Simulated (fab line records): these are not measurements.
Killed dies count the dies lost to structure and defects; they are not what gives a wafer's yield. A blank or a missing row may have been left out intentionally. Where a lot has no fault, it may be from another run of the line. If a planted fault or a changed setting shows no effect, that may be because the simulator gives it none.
Which tool did it? + flow n5-finfet + 11 lots, 33 wafers sampled, at 6 steps of a route of 1938

WHAT THE GAUGES SHOWED, per wafer
The record holds no reading of a measuring or inspecting step that can be judged against a usual standard deviation.

EACH LOT AND THE TOOL THAT RAN IT (in order: tool; ch and the chambers of the sampled wafers; start)
| lot  | N5_BEOL_M6_PECVD_70             | N5_BEOL_M6_SURFACE_TREAT_79  | N5_BEOL_M6_ANNEAL_51             | N5_BEOL_M6_CMP_52             | N5_BEOL_M7_ILD_DEP_00           | N5_PASSIVATION_PROBE_49 |
|------|---------------------------------|------------------------------|----------------------------------|-------------------------------|---------------------------------|-------------------------|
| L523 | pecvd-04 ch 0,1,2, day 8 15:50  | pvd-sputter-03, day 8 20:59  | rtp-anneal-02 ch 0, day 8 21:24  | cmp-04 ch 0,2,3, day 8 21:41  | pecvd-01 ch 0,1,2, day 8 22:11  | prober-01, day 12 06:34 |
| L524 | pecvd-04 ch 0,1, day 8 21:30    | pvd-sputter-02, day 9 02:53  | rtp-anneal-01 ch 0, day 9 03:37  | cmp-03 ch 0,2,3, day 9 03:59  | pecvd-02 ch 0,1, day 9 04:24    | -                       |
| L525 | pecvd-02 ch 0,2, day 9 11:56    | pvd-sputter-02, day 9 19:42  | rtp-anneal-02 ch 0, day 9 22:11  | cmp-01 ch 1,3, day 9 22:29    | pecvd-02 ch 0,1,2, day 9 22:59  | -                       |
| L526 | pecvd-02 ch 0,1,2, day 9 12:16  | pvd-sputter-02, day 9 19:14  | rtp-anneal-01 ch 0, day 9 20:08  | cmp-01 ch 0,1, day 9 20:28    | pecvd-03 ch 0,1, day 9 20:55    | -                       |
| L527 | pecvd-02 ch 0,1, day 9 19:55    | pvd-sputter-02, day 9 22:59  | rtp-anneal-02 ch 0, day 9 23:41  | cmp-03 ch 0,3, day 10 00:01   | pecvd-01 ch 0,1, day 10 00:28   | -                       |
| L532 | pecvd-04 ch 0,1,2, day 10 20:25 | pvd-sputter-02, day 11 01:25 | rtp-anneal-02 ch 0, day 11 02:04 | cmp-01 ch 1,2,3, day 11 02:24 | pecvd-03 ch 1,2, day 11 02:49   | prober-01, day 14 13:32 |
| L533 | pecvd-02 ch 0,1,2, day 11 17:45 | pvd-sputter-02, day 12 01:42 | rtp-anneal-02 ch 0, day 12 02:41 | cmp-04 ch 0,1,3, day 12 03:22 | pecvd-03 ch 0,2, day 12 03:44   | prober-01, day 16 04:28 |
| L539 | pecvd-02 ch 0,1, day 12 18:26   | pvd-sputter-02, day 12 23:44 | rtp-anneal-01 ch 0, day 13 00:26 | cmp-04 ch 1,2, day 13 00:47   | pecvd-03 ch 0,1,2, day 13 01:14 | prober-02, day 16 22:23 |
| L542 | pecvd-04 ch 0,2, day 13 17:04   | pvd-sputter-01, day 13 21:13 | rtp-anneal-01 ch 0, day 13 22:07 | cmp-04 ch 2,3, day 13 22:20   | pecvd-01 ch 0,1, day 13 22:52   | prober-01, day 17 11:06 |
| L545 | pecvd-03 ch 0,1,2, day 14 04:11 | pvd-sputter-03, day 14 08:36 | rtp-anneal-02 ch 0, day 14 10:02 | cmp-01 ch 1,2,3, day 14 10:19 | pecvd-03 ch 0,1,2, day 14 10:43 | prober-02, day 17 18:56 |
| L546 | pecvd-03 ch 0,1,2, day 14 08:28 | pvd-sputter-01, day 14 14:35 | rtp-anneal-02 ch 0, day 14 16:07 | cmp-03 ch 2,3, day 14 16:25   | pecvd-01 ch 0,1, day 14 16:56   | -                       |
- N5_BEOL_M6_PECVD_70: deposits SiO2 from TEOS/O2, target thk 20 nm, time 22.7 s.
- N5_BEOL_M6_SURFACE_TREAT_79
- N5_BEOL_M6_ANNEAL_51: time 90 s.
- N5_BEOL_M6_CMP_52: polishes, stops on SiCOH lowk, t overpolish 6.9 s, target thk 80 nm.
- N5_BEOL_M7_ILD_DEP_00: deposits SiCOH lowk from DEMS/porogen, target thk 179.75 nm, time 33.4 s.
- N5_PASSIVATION_PROBE_49

WHAT THE TOOLS THEMSELVES READ (means of the sampled wafers that have a number; where no wafer has one, the mark that the record gives instead)
N5_BEOL_M6_PECVD_70. Usual: heater-power-outer-w 434 W, standard deviation 91; heater-power-w 723 W, standard deviation 120; showerhead-plenum-p-Torr 8.82 Torr, standard deviation 0.066; throttle-valve-pct 22.5 %, standard deviation 1.2.
| lot  | tool     | heater-power-outer-w (W) | heater-power-w (W) | showerhead-plenum-p-Torr (Torr) | throttle-valve-pct (%) | flag |
|------|----------|--------------------------|--------------------|---------------------------------|------------------------|------|
| L523 | pecvd-04 | 426                      | 722                | 8.78                            | 22.0                   |      |
| L524 | pecvd-04 | 415                      | 703                | 8.78                            | 23.0                   |      |
| L525 | pecvd-02 | 532                      | 862                | 8.81                            | 22.1                   |      |
| L526 | pecvd-02 | 442                      | 728                | 8.80                            | 22.7                   |      |
| L527 | pecvd-02 | 563                      | 878                | 8.83                            | 22.6                   |      |
| L532 | pecvd-04 | 413                      | 701                | 8.79                            | 22.2                   |      |
| L533 | pecvd-02 | 427                      | 719                | 8.81                            | 22.8                   |      |
| L539 | pecvd-02 | 437                      | 692                | 8.81                            | 23.3                   |      |
| L542 | pecvd-04 | 404                      | 715                | 8.75                            | 22.0                   |      |
| L545 | pecvd-03 | 464                      | 756                | 8.86                            | 22.6                   |      |
| L546 | pecvd-03 | 429                      | 719                | 8.87                            | 22.7                   |      |

N5_BEOL_M6_ANNEAL_51. Usual: wafer_temp_C_max 226.13, standard deviation 0.25.
| lot  | tool          | wafer_temp_C_max | flag |
|------|---------------|------------------|------|
| L523 | rtp-anneal-02 | 226.41           |      |
| L524 | rtp-anneal-01 | 226.16           |      |
| L525 | rtp-anneal-02 | 226.30           |      |
| L526 | rtp-anneal-01 | 226.17           |      |
| L527 | rtp-anneal-02 | 226.18           |      |
| L532 | rtp-anneal-02 | 225.89           |      |
| L533 | rtp-anneal-02 | 226.07           |      |
| L539 | rtp-anneal-01 | 225.95           |      |
| L542 | rtp-anneal-01 | 226.17           |      |
| L545 | rtp-anneal-02 | 226.25           |      |
| L546 | rtp-anneal-02 | 226.01           |      |

N5_BEOL_M6_CMP_52. Usual: barrier-field-endpoint-s 28.6 s, standard deviation 0.79; motor-current-A 6.0 A, standard deviation 0.66; platen-rpm 50.00 rpm, standard deviation 0.038.
| lot  | tool   | barrier-field-endpoint-s (s) | motor-current-A (A) | platen-rpm (rpm) | flag |
|------|--------|------------------------------|---------------------|------------------|------|
| L523 | cmp-04 | 27.7                         | 5.9                 | 49.99            |      |
| L524 | cmp-03 | 28.4                         | 6.0                 | 50.02            |      |
| L525 | cmp-01 | 29.1                         | 6.5                 | 50.02            |      |
| L526 | cmp-01 | 28.2                         | 7.0                 | 50.01            |      |
| L527 | cmp-03 | 28.1                         | 6.5                 | 50.00            |      |
| L532 | cmp-01 | 28.1                         | 6.1                 | 50.03            |      |
| L533 | cmp-04 | 22.0                         | 5.4                 | 49.99            | OFF  |
| L539 | cmp-04 | 21.0                         | 5.6                 | 50.02            | OFF  |
| L542 | cmp-04 | 29.4                         | 5.9                 | 50.01            |      |
| L545 | cmp-01 | 29.3                         | 6.3                 | 49.98            |      |
| L546 | cmp-03 | 28.3                         | 5.7                 | 50.02            |      |

N5_BEOL_M7_ILD_DEP_00. Usual: heater-power-outer-w 139 W, standard deviation 45; heater-power-w 299 W, standard deviation 59; showerhead-plenum-p-Torr 5.747 Torr, standard deviation 0.018; throttle-valve-pct 13.9 %, standard deviation 0.78.
| lot  | tool     | heater-power-outer-w (W) | heater-power-w (W) | showerhead-plenum-p-Torr (Torr) | throttle-valve-pct (%) | flag |
|------|----------|--------------------------|--------------------|---------------------------------|------------------------|------|
| L523 | pecvd-01 | 99                       | 255                | 5.746                           | 13.7                   |      |
| L524 | pecvd-02 | 169                      | 326                | 5.751                           | 14.5                   |      |
| L525 | pecvd-02 | 164                      | 333                | 5.736                           | 14.0                   |      |
| L526 | pecvd-03 | 152                      | 307                | 5.770                           | 14.5                   |      |
| L527 | pecvd-01 | 123                      | 279                | 5.747                           | 14.2                   |      |
| L532 | pecvd-03 | 139                      | 298                | 5.752                           | 14.2                   |      |
| L533 | pecvd-03 | 165                      | 322                | 5.765                           | 13.7                   |      |
| L539 | pecvd-03 | 163                      | 326                | 5.758                           | 14.0                   |      |
| L542 | pecvd-01 | 114                      | 264                | 5.755                           | 14.1                   |      |
| L545 | pecvd-03 | 158                      | 322                | 5.763                           | 14.1                   |      |
| L546 | pecvd-01 | 106                      | 262                | 5.753                           | 14.1                   |      |

N5_PASSIVATION_PROBE_49. Usual: defect-limited-yield 91.3 %, standard deviation 1.5; killed_at_M0_to_M3 33, standard deviation 12; killed_at_M4_up 13, standard deviation 5.2; killed-at-contacts 13, standard deviation 6.7; killed-at-front-end 40, standard deviation 11; killed-at-other 4.1, standard deviation 2.7; killed-dies 103, standard deviation 17; killed-open 69, standard deviation 13; killed-short 33, standard deviation 8.4; sort_bin_5_function 5.1 %, standard deviation 1; sort_bin_6_memory 3.2 %, standard deviation 0.62; sort-n-pass 1077, standard deviation 17; sort-yield-pct 91.3 %, standard deviation 1.5.
| lot  | tool      | defect-limited-yield (%) | killed_at_M0_to_M3 | killed_at_M4_up | killed-at-contacts | killed-at-front-end | killed-at-other | killed-dies | killed-open | killed-short | sort_bin_5_function (%) | sort_bin_6_memory (%) | sort-n-pass | sort-yield-pct (%) | flag |
|------|-----------|--------------------------|--------------------|-----------------|--------------------|---------------------|-----------------|-------------|-------------|--------------|-------------------------|-----------------------|-------------|--------------------|------|
| L523 | prober-01 | 92.5                     | 26                 | 8               | 10                 | 41                  | 3.3             | 88          | 64          | 23           | 4.3                     | 3.0                   | 1092        | 92.5               |      |
| L532 | prober-01 | 92.7                     | 21                 | 10              | 13                 | 35                  | 6.7             | 86          | 48          | 37           | 4.0                     | 3.1                   | 1094        | 92.7               |      |
| L533 | prober-01 | 89.8                     | 33                 | 16              | 16                 | 52                  | 3.0             | 120         | 86          | 33           | 6.1                     | 3.9                   | 1060        | 89.8               |      |
| L539 | prober-02 | 88.3                     | 62                 | 13              | 15                 | 47                  | 2.0             | 139         | 94          | 44           | 7.2                     | 4.1                   | 1041        | 88.3               |      |
| L542 | prober-01 | 92.5                     | 19                 | 12              | 16                 | 35                  | 6.3             | 88          | 60          | 27           | 4.4                     | 2.9                   | 1092        | 92.5               |      |
| L545 | prober-02 | 92.3                     | 33                 | 11              | 14                 | 28                  | 4.0             | 91          | 67          | 24           | 4.5                     | 2.9                   | 1089        | 92.3               |      |

THE ANSWER, worked out from the rows above alone
Rule: lot off if the mean of its wafers having a number is beyond 3 standard deviations from the usual mean. Also off: a lot with no number at a reading for which 4 or more lots have one. Any other lot the step has rows for is counted as sound. Order of review: gauges by route order, followed by the tools' own readings, for which a lot's mean as printed above is used. At the first step where some lot is off, the reading lying furthest off is the one used; lots without a number count as furthest.
Off at N5_BEOL_M6_CMP_52 (barrier-field-endpoint-s): L533, L539.
A tool fits if, at that step or a process step before it, it ran every lot that is off, and no sound lot after the first of them. Can't be told from this: 2 tools fit, pecvd-02 at N5_BEOL_M6_PECVD_70, pvd-sputter-02 at N5_BEOL_M6_SURFACE_TREAT_79.

WHAT THE SIMULATOR PUT IN
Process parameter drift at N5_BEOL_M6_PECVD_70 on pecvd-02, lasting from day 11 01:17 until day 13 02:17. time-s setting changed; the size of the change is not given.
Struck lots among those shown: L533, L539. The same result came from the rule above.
